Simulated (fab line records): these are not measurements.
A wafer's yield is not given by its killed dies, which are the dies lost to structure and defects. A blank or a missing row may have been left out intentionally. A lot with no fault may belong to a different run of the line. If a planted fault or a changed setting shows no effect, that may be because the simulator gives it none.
fab line records / flow n5-finfet
record lots=4 wafers=12 last-day=16
route steps=1938 shown BEOL_M6@1248 BEOL_M7@1263 PASSIVATION@1936
lots untouched by any fault: they come from a run of this same line in which no faults occurred
start-h: start of the lot's first displayed wafer, in hours after the record's first day / wait-h: hours from the lot's prior step to this one / " repeats the value in the row above / L1.1+2: a single row standing in for several wafers / - value missing, or start not given / * or withheld: withheld / < > ~ a bound
route shown NAME@n: NAME is a module with steps in the file, n the number in the route of the first one / usual: the fault-free wafers' mean and standard deviation / same: alike in all rows / chamber/n: place in a boat / sites: per-site readings / _std_site: how widely they spread, as a standard deviation / _edge_site: mean of outer sites minus mean of inner sites / radius-mm: for every site, how far away it sits from the centre of the wafer / mask NAME#n: copy n / behind: tool/chamber where the wafer was last shaped / hold: what put the lot on hold/how long, in hours/how the hold closed / device: which transistor (n, p or np) failed to switch / end of line: the tests these same wafers got at the end of their route / where a step has no rows: the recipe by itself / killed: count of dies lost to structure and defects at first sort (not the wafer's yield) / map: shows each die of a wafer: x if killed, . if not, _ if none is there
set.NAME: setting as actually run; set.NAME@STEP: the setting as run at that earlier step / model.NAME: the simulator's own value behind a step, which no gauge read
a table for each step, a row for each wafer; lots at some steps of the route
services: from which hour (start-h, from the record's first day; less than 0 if before it) a tool's chamber was out of use, for how many hours, and why
## steps
# step N5_BEOL_M6_CURE_75
# recipe temp-c=370 time-s=120 ambient=DMADMS/He material=SiCOH_lowk
# step N5_BEOL_M6_DEGAS_44
# recipe ambient=vacuum temp-c=250 time-s=60
# step N5_BEOL_M6_PRE_CLEAN_45
# recipe gas=H2/He time-s=30 temp-c=250
# step N5_BEOL_M6_ALD_77
# recipe material=TaN target-thk-a=20 temp-c=275 ald-precursor-family=PDMAT ald-co-reactant=NH3 pressure-torr=3 carrier-flow-sccm=1500 pulse-time-s=2 purge-time-s=3 co-reactant-purge-time-s=2 co-reactant-pulse-time-s=3 ald-cycles=40 precursor-vessel-temp-c=75 precursor-vessel-pressure-torr=26.25 precursor-vessel-carrier-sccm=1000
# step N5_BEOL_M6_SURFACE_TREAT_79
# recipe gas=Ar time-s=* ion-energy-ev=* ion-current-ma-cm2=0.5 pressure-mtorr=* ar-flow-sccm=30
# step N5_BEOL_M6_CVD_78
# recipe material=Co target-thk-a=20 temp-c=withheld precursor=CCTBA/H2 pressure-torr=30 time-s=142.3
# step N5_BEOL_M6_SPUTTER_48
# recipe material=Cu target-thk-a=100 temp-c=-20 bias-v=60 power-w=26000 chamber-pressure-pa=0.13 time-s=1.667
# step N5_BEOL_M6_ECD_50
# recipe material=Cu target-thk-a=3000
# step N5_BEOL_M6_ANNEAL_51
# recipe temp-c=225 time-s=90 ambient=N2
# step N5_BEOL_M6_CMP_52
# recipe stop-on=SiCOH_lowk t-overpolish-s=6.9 down-force-psi=1 platen-rpm=50 clearing-platen-down-force-psi=1.5 clearing-platen-rpm=50 post-cmp-clean=cu-alkaline target-thk-nm=80 clearing-platen-pad-velocity-m-s=0.99484 pad-velocity-m-s=0.99484
# step N5_BEOL_M6_PRE_CLEAN_55
# recipe gas=NH3 time-s=15 temp-c=withheld rf-power-w=300
lot.wafer=L437.1+3+4 tool=pecvd-01 chamber=0,1,0 start-h=202.86 wait-h=0.0
lot.wafer=L452.2+5+6 tool=pecvd-01 chamber=1,1,0 start-h=296.88 wait-h=0.0
lot.wafer=L453.1+3+6 tool=pecvd-01 chamber=1,2,2 start-h=301.73 wait-h=0.0
lot.wafer=L455.1+4+6 tool=pecvd-02 chamber=0,2,0 start-h=308.80 wait-h=0.0
# step N5_BEOL_M6_DEP_56
# recipe material=SiCN target-thk-a=100 temp-c=withheld precursor=3MS/NH3 pressure-torr=3 rf-w=202 time-s=17.5
# step N5_BEOL_M6_INSPECT_58
# recipe inspect-instrument=darkfield mode=post-dep
# usual raw-defect-count=70/22
lot.wafer=L437.1 tool=defect-inspect-02 chamber=- start-h=203.01 wait-h=0.0 raw-defect-count=37
lot.wafer=L437.3 tool=defect-inspect-02 chamber=- start-h=203.01 wait-h=0.0 raw-defect-count=73
lot.wafer=L437.4 tool=defect-inspect-02 chamber=- start-h=203.01 wait-h=0.0 raw-defect-count=76
lot.wafer=L452.2 tool=defect-inspect-02 chamber=- start-h=297.00 wait-h=0.0 raw-defect-count=670
lot.wafer=L452.5 tool=defect-inspect-02 chamber=- start-h=297.00 wait-h=0.0 raw-defect-count=681
lot.wafer=L452.6 tool=defect-inspect-02 chamber=- start-h=297.00 wait-h=0.0 raw-defect-count=616
lot.wafer=L453.1 tool=defect-inspect-02 chamber=- start-h=301.85 wait-h=0.0 raw-defect-count=675
lot.wafer=L453.3 tool=defect-inspect-02 chamber=- start-h=301.85 wait-h=0.0 raw-defect-count=664
lot.wafer=L453.6 tool=defect-inspect-02 chamber=- start-h=301.85 wait-h=0.0 raw-defect-count=705
lot.wafer=L455.1 tool=defect-inspect-01 chamber=- start-h=308.92 wait-h=0.0 raw-defect-count=67
lot.wafer=L455.4 tool=defect-inspect-01 chamber=- start-h=308.92 wait-h=0.0 raw-defect-count=67
lot.wafer=L455.6 tool=defect-inspect-01 chamber=- start-h=308.92 wait-h=0.0 raw-defect-count=70
# step N5_BEOL_M7_ILD_DEP_00
# recipe material=SiCOH_lowk target-thk-a=1797.5 temp-c=300 precursor=DEMS/porogen pressure-torr=5 rf-w=500 time-s=33.4
# step N5_BEOL_M7_CURE_74
# recipe temp-c=385 time-s=240 ambient=He/Ar material=SiCOH_lowk
# step N5_BEOL_M7_PECVD_70
# recipe material=SiO2 target-thk-a=200 temp-c=400 precursor=TEOS/O2 pressure-torr=5.5 rf-w=450 teos-flow-sccm=53.8 gas=O2 flow-sccm=3000 time-s=22.7
# step N5_BEOL_M7_HM_DEP_02
# recipe material=TiN target-thk-a=200 temp-c=25 chamber-pressure-pa=0.49996
# step N5_BEOL_M7_COAT_59
# recipe resist=SOC temp-c=250 time-s=60 spin-rpm=1500 resist-thk-nm=100
# step N5_BEOL_M7_COAT_60
# recipe resist=SiARC temp-c=220 time-s=60 spin-rpm=1500 resist-thk-nm=35
# step N5_BEOL_M7_COAT_05
# recipe resist=CAR-ArF spin-rpm=1500 resist-thk-nm=90
# step N5_BEOL_M7_EBR_07
# recipe solvent=PGMEA ebr-width-mm=1.5
# step N5_BEOL_M7_SOFTBAKE_06
# recipe temp-c=110 time-s=60 resist=CAR-ArF
# step N5_BEOL_M7_EXPOSE_08
# recipe mask-id=M7 na=1.35 source-shape=dipole sigma-inner=0.817 sigma-outer=0.97 polarization=te dose-mj=68.25
# step N5_BEOL_M7_PEB_09
# recipe peb-temp-c=withheld peb-time-s=60 resist=CAR-ArF
# step N5_BEOL_M7_DEVELOP_10
# recipe develop-time-s=30 developer=TMAH resist=CAR-ArF rinse-liquid=diw dry=air-spin dev-temp-c=23
# step N5_BEOL_M7_INSPECT_13
# recipe mode=adi inspect-instrument=brightfield
# usual raw-defect-count=431/84
lot.wafer=L437.1 tool=defect-inspect-02 chamber=- start-h=205.48 wait-h=0.0 raw-defect-count=373
lot.wafer=L437.3 tool=defect-inspect-02 chamber=- start-h=205.48 wait-h=0.0 raw-defect-count=360
lot.wafer=L437.4 tool=defect-inspect-02 chamber=- start-h=205.48 wait-h=0.0 raw-defect-count=385
lot.wafer=L452.2 tool=defect-inspect-02 chamber=- start-h=300.15 wait-h=0.0 raw-defect-count=1013
lot.wafer=L452.5 tool=defect-inspect-02 chamber=- start-h=300.15 wait-h=0.0 raw-defect-count=998
lot.wafer=L452.6 tool=defect-inspect-02 chamber=- start-h=300.15 wait-h=0.0 raw-defect-count=852
lot.wafer=L453.1 tool=defect-inspect-01 chamber=- start-h=304.69 wait-h=0.0 raw-defect-count=939
lot.wafer=L453.3 tool=defect-inspect-01 chamber=- start-h=304.69 wait-h=0.0 raw-defect-count=1083
lot.wafer=L453.6 tool=defect-inspect-01 chamber=- start-h=304.69 wait-h=0.0 raw-defect-count=1075
lot.wafer=L455.1 tool=defect-inspect-02 chamber=- start-h=311.64 wait-h=0.0 raw-defect-count=387
lot.wafer=L455.4 tool=defect-inspect-02 chamber=- start-h=311.64 wait-h=0.0 raw-defect-count=347
lot.wafer=L455.6 tool=defect-inspect-02 chamber=- start-h=311.64 wait-h=0.0 raw-defect-count=434
# step N5_BEOL_M7_DESCUM_16
# recipe chemistry=O2 time-s=7.9 source-power-w=50 bias-power-w=20 pressure-mtorr=20 rf-frequency-hz=2.712e+07 temp-c=40 resist=CAR-ArF o2-flow-sccm=225
# step N5_BEOL_M7_ETCH_61
# recipe chemistry=CF4 target=SiARC target-depth-a=455 mask-material=CAR-ArF time-s=75.8 ion-energy-ev=80 pressure-mtorr=40 source-w=545 bias-w=36 Ar_flow_sccm=100 cf4-flow-sccm=100 ends=cleared
# step N5_BEOL_M7_ETCH_62
# recipe chemistry=N2/H2 target=SOC target-depth-a=1100 overetch-a=220 mask-material=SiARC temp-c=40 time-s=165 ion-energy-ev=200 pressure-mtorr=30 source-w=840 bias-w=150 n2-flow-sccm=200 h2-flow-sccm=200
# step N5_BEOL_M7_STRIP_68
# recipe chemistry=N2/H2 temp-c=40 n2-flow-sccm=200 h2-flow-sccm=200 rf-frequency-hz=6e+07
# step N5_BEOL_M7_STRIP_67
# recipe chemistry=CF4 resist=SiARC power-w=300 bias-power-w=75 pressure-mtorr=50 cf4-flow-sccm=150 rf-frequency-hz=6e+07
# step N5_BEOL_M7_HM_OPEN_17
# recipe chemistry=Cl2/BCl3 target-depth-a=200 overetch-a=60 target=TiN mask-material=SOC ion-energy-ev=150 pressure-mtorr=10 icp-w=1000 bias-w=126 Cl2_flow_sccm=53.25 bcl3-flow-sccm=21.75 Ar_flow_sccm=25
# step N5_BEOL_M7_STRIP_19
# recipe chemistry=O2 power-w=400 temp-c=40 pressure-mtorr=30 rf-frequency-hz=6e+07 bias-power-w=0 overash-fraction=0.2 o2-flow-sccm=225
# step N5_BEOL_M7_COAT_63
# recipe resist=SOC temp-c=250 time-s=60 spin-rpm=1500 resist-thk-nm=60
# step N5_BEOL_M7_COAT_64
# recipe resist=SiARC temp-c=220 time-s=60 spin-rpm=1500 resist-thk-nm=12
# step N5_BEOL_M7_INSPECT_30
# recipe mode=adi inspect-instrument=brightfield
# usual raw-defect-count=433/85
lot.wafer=L437.1 tool=defect-inspect-01 chamber=- start-h=207.70 wait-h=0.1 raw-defect-count=400
lot.wafer=L437.3 tool=defect-inspect-01 chamber=- start-h=207.70 wait-h=0.1 raw-defect-count=380
lot.wafer=L437.4 tool=defect-inspect-01 chamber=- start-h=207.70 wait-h=0.1 raw-defect-count=393
lot.wafer=L452.2 tool=defect-inspect-01 chamber=- start-h=303.58 wait-h=0.0 raw-defect-count=1047
lot.wafer=L452.5 tool=defect-inspect-01 chamber=- start-h=303.58 wait-h=0.0 raw-defect-count=1005
lot.wafer=L452.6 tool=defect-inspect-01 chamber=- start-h=303.58 wait-h=0.0 raw-defect-count=858
lot.wafer=L453.1 tool=defect-inspect-01 chamber=- start-h=305.58 wait-h=0.1 raw-defect-count=931
lot.wafer=L453.3 tool=defect-inspect-01 chamber=- start-h=305.58 wait-h=0.1 raw-defect-count=1083
lot.wafer=L453.6 tool=defect-inspect-01 chamber=- start-h=305.58 wait-h=0.1 raw-defect-count=1092
lot.wafer=L455.1 tool=defect-inspect-02 chamber=- start-h=314.89 wait-h=0.1 raw-defect-count=405
lot.wafer=L455.4 tool=defect-inspect-02 chamber=- start-h=314.89 wait-h=0.1 raw-defect-count=325
lot.wafer=L455.6 tool=defect-inspect-02 chamber=- start-h=314.89 wait-h=0.1 raw-defect-count=447
# step N5_PASSIVATION_PROBE_49
# usual defect-limited-yield=90.9/1.5 killed_at_M0_to_M3=36/9.9 killed_at_M4_up=13/4.5 killed-at-contacts=13/6.4 killed-at-front-end=42/12 killed-at-other=3.4/3 killed-dies=107/18 killed-open=69/13 killed-short=35/8.2 sort_bin_5_function=5.3/1.1 sort_bin_6_memory=3.4/0.69 sort-n-pass=1073/18 sort-yield-pct=90.9/1.5
# same gross-dies=1180 killed-at-back-side=0 sort_bin_4_leakage[%]=0 sort_bin_8_speed[%]=0
lot.wafer=L452.2 tool=prober-01 chamber=- start-h=376.56 wait-h=1.1 defect-limited-yield[%]=85.3 killed_at_M0_to_M3=28 killed_at_M4_up=74 killed-at-contacts=6 killed-at-front-end=57 killed-at-other=9 killed-dies=174 killed-open=73 killed-short=39 sort_bin_5_function[%]=8.0 sort_bin_6_memory[%]=4.7 sort-n-pass=1006 sort-yield-pct[%]=85.3
lot.wafer=L452.5 tool=prober-01 chamber=- start-h=376.71 wait-h=1.3 defect-limited-yield[%]=87.3 killed_at_M0_to_M3=42 killed_at_M4_up=69 killed-at-contacts=7 killed-at-front-end=29 killed-at-other=3 killed-dies=150 killed-open=56 killed-short=32 sort_bin_5_function[%]=7.4 sort_bin_6_memory[%]=3.6 sort-n-pass=1030 sort-yield-pct[%]=87.3
lot.wafer=L452.6 tool=prober-01 chamber=- start-h=376.76 wait-h=1.3 defect-limited-yield[%]=85.3 killed_at_M0_to_M3=37 killed_at_M4_up=84 killed-at-contacts=12 killed-at-front-end=40 killed-at-other=1 killed-dies=174 killed-open=65 killed-short=37 sort_bin_5_function[%]=9.3 sort_bin_6_memory[%]=3.6 sort-n-pass=1006 sort-yield-pct[%]=85.3
lot.wafer=L453.1 tool=prober-01 chamber=- start-h=376.81 wait-h=0.8 defect-limited-yield[%]=83.6 killed_at_M0_to_M3=47 killed_at_M4_up=71 killed-at-contacts=9 killed-at-front-end=64 killed-at-other=3 killed-dies=194 killed-open=93 killed-short=42 sort_bin_5_function[%]=9.9 sort_bin_6_memory[%]=4.8 sort-n-pass=986 sort-yield-pct[%]=83.6
lot.wafer=L453.3 tool=prober-01 chamber=- start-h=376.91 wait-h=0.9 defect-limited-yield[%]=79.8 killed_at_M0_to_M3=43 killed_at_M4_up=136 killed-at-contacts=4 killed-at-front-end=55 killed-at-other=0 killed-dies=238 killed-open=77 killed-short=35 sort_bin_5_function[%]=12.5 sort_bin_6_memory[%]=5.1 sort-n-pass=942 sort-yield-pct[%]=79.8
lot.wafer=L453.6 tool=prober-01 chamber=- start-h=377.06 wait-h=1.0 defect-limited-yield[%]=78.7 killed_at_M0_to_M3=31 killed_at_M4_up=145 killed-at-contacts=14 killed-at-front-end=59 killed-at-other=2 killed-dies=251 killed-open=76 killed-short=44 sort_bin_5_function[%]=14.0 sort_bin_6_memory[%]=4.6 sort-n-pass=929 sort-yield-pct[%]=78.7
# killed by level:class
L452.2 BEOL_M6:unspecified=60 FIN_SAQP:geometric-particle:short=14 BEOL_M2:geometric-particle:open=12 STI_FIN_REVEAL:geometric-particle:open=8 FIN_SAQP:geometric-particle:open=7 DUMMY_GATE:geometric-particle:open=6 GATE_CUT:geometric-particle:short=5 BEOL_M1:geometric-particle:open=5
L452.5 BEOL_M6:unspecified=60 FIN_SAQP:geometric-particle:short=14 BEOL_M1:geometric-particle:open=14 BEOL_M3:geometric-particle:open=9 BEOL_M2:geometric-particle:open=8 BEOL_M4:geometric-particle:open=5 MOL_CONTACT_COAG:geometric-particle:open=4 ILD0:geometric-particle:open=3
L452.6 BEOL_M6:unspecified=72 BEOL_M2:geometric-particle:open=13 BEOL_M4:geometric-particle:open=8 FIN_SAQP:geometric-particle:short=6 MOL_CONTACT_COAG:geometric-particle:open=6 MOL_CONTACT_COAG:geometric-particle:short=6 BEOL_M1:geometric-particle:open=6 FIN_SAQP:geometric-particle:open=5
L453.1 BEOL_M6:unspecified=55 FIN_SAQP:geometric-particle:open=20 GATE_CUT:geometric-particle:short=15 STI_FIN_REVEAL:geometric-particle:open=13 BEOL_M2:geometric-particle:open=10 BEOL_M1:geometric-particle:open=8 BEOL_M3:geometric-particle:open=8 BEOL_M0:geometric-particle:open=7
L453.3 BEOL_M6:unspecified=124 STI_FIN_REVEAL:geometric-particle:open=17 BEOL_M3:geometric-particle:open=12 BEOL_M2:geometric-particle:open=10 FIN_SAQP:geometric-particle:open=8 FIN_SAQP:geometric-particle:short=6 GATE_CUT:geometric-particle:short=5 STARTING-WAFER:geometric-particle:open=5
L453.6 BEOL_M6:unspecified=128 FIN_SAQP:geometric-particle:open=16 MOL_CONTACT_COAG:geometric-particle:open=10 BEOL_M5:geometric-particle:open=9 FIN_SAQP:geometric-particle:short=8 DUMMY_GATE:geometric-particle:open=7 GATE_CUT:geometric-particle:short=5 BEOL_M2:geometric-particle:open=5
# map L452.2 (x killed, . not)
_________________.......x....________________
______________.....x......x....._____________
___________........................__________
__________...........x.............._________
________...x...............x...x.....x_______
_______.....x.x..................x.....______
______...........x..............x...x..._____
_____......x.............................____
____.x..........x..x............x.........___
___............x.......................x.x.__
___....x...x...................x......x..x.__
__....x..x..xx...x.x.x....x...........x....._
__...x........x................x..x.x......._
_.x..x.......................x...x.......x...
_..................x...x..........x.xx..x.x..
_...x........................................
_.....x........x....x.....................x..
_.................................x...x......
_.x....x................x.............x......
_.......x........xx......x...x.............x.
_.xxxxx.x..................x.x.........x...xx
__xxxxx.......x...x...x............x........_
__xxxxxxx...........x................xx....._
___xxxxxx.................x.........x......__
___xxxxxxxxx.........x.......x..x.x...x....__
____xxxxxxxx.x..x...xxx............x......___
_____xxxxxx.xx...........x.x........xx...____
______xxxxx...........................x._____
_______xxxxxx.......x..................______
________x.......x.......x.....x......._______
__________.........x.......xx......._________
___________x...x........xx.........__________
______________.................._____________
_________________x.........x.________________
# map L453.6 (x killed, . not)
_________________............________________
______________..x.x...........x._____________
___________x......xx.x........x....__________
__________..........x...x...x......._________
________.x..........x...............x._______
_______..............x....x.........x..______
______................x................x_____
_____....x.x.......x........x...x........____
____x..........x............x...x....x....___
___.x.x.....x.........x....x.x.............__
___..............x...........x....x........__
__.............x...x..............x..x.x...._
__......x......x.........x........x........._
_...............x...................x....x...
_....x........x.x....x..x............xx.x....
_x........x.......x..x............xx.xx.xx...
_...x.....x.....................xxxxxxxx.xx..
_....x...........x........x....x.xxxxxxxxxx.x
_..x................x.....x....xxxxxxxxxxxxx.
_.....x........x.x.............xxxxxxxxxx.xx.
_..x.x..x............x.xx.x....xxxxxxxxxxxxx.
__................x.....x...x..xxxxxxxxxxxxx_
__...............x.....x......xxxxxxxxxxxxxx_
___.....x......x..x......x....xxxxxxxxxxxxx__
___......................x....xx..xxxxxxxx.__
____..............x...........xxxxxxxxxxx.___
_____.x........x..........xx.....xxxxx.x.____
______.x..........x...x............x...._____
_______..........x.....................______
________.x..............x............._______
__________.....x.........xx....x...._________
___________...x....x.....x.x...xx..__________
______________..xx..........x..x_____________
_________________...x.x......________________
## services
tool=pecvd-02 chamber=0 start-h=192.85 hours=6.5 kind=repair
tool=pecvd-01 chamber=- start-h=195.58 hours=6.0 kind=pm
tool=pecvd-01 chamber=2 start-h=202.38 hours=- kind=clean
tool=pecvd-01 chamber=2 start-h=202.38 hours=- kind=consumable-replace:showerhead
tool=pecvd-01 chamber=2 start-h=202.38 hours=29.0 kind=scheduled-down
tool=pecvd-01 chamber=2 start-h=202.38 hours=29.0 kind=vent-cycle
tool=pecvd-02 chamber=0 start-h=238.79 hours=12.3 kind=repair
tool=pecvd-01 chamber=0 start-h=276.77 hours=4.4 kind=repair
tool=pecvd-01 chamber=0 start-h=289.85 hours=5.5 kind=scheduled-down
## key
first-sign step=N5_BEOL_M6_INSPECT_58 reading=raw-defect-count direction=up sigmas=27 usual=70 struck=668
effect step=N5_BEOL_M7_INSPECT_13 reading=raw-defect-count direction=up sigmas=6.7 usual=431 struck=993
effect step=N5_BEOL_M7_INSPECT_30 reading=raw-defect-count direction=up sigmas=6.7 usual=433 struck=1003
effect step=N5_PASSIVATION_PROBE_49 reading=killed_at_M4_up direction=up sigmas=19 usual=13 struck=96
more-kills-born-at N5_BEOL_M6_PRE_CLEAN_55@pecvd-01=499
met-at N5_BEOL_M6_PRE_CLEAN_55
struck-wafers L452.2,L452.5,L452.6,L453.1,L453.3,L453.6
onset-between 202.86 296.88
fault kind=chamber-particle-source tool=pecvd-01 chamber=- onset-h=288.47 steps=N5_BEOL_M6_PRE_CLEAN_55 rate-per-visit-cm2=0.92607 end-h=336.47
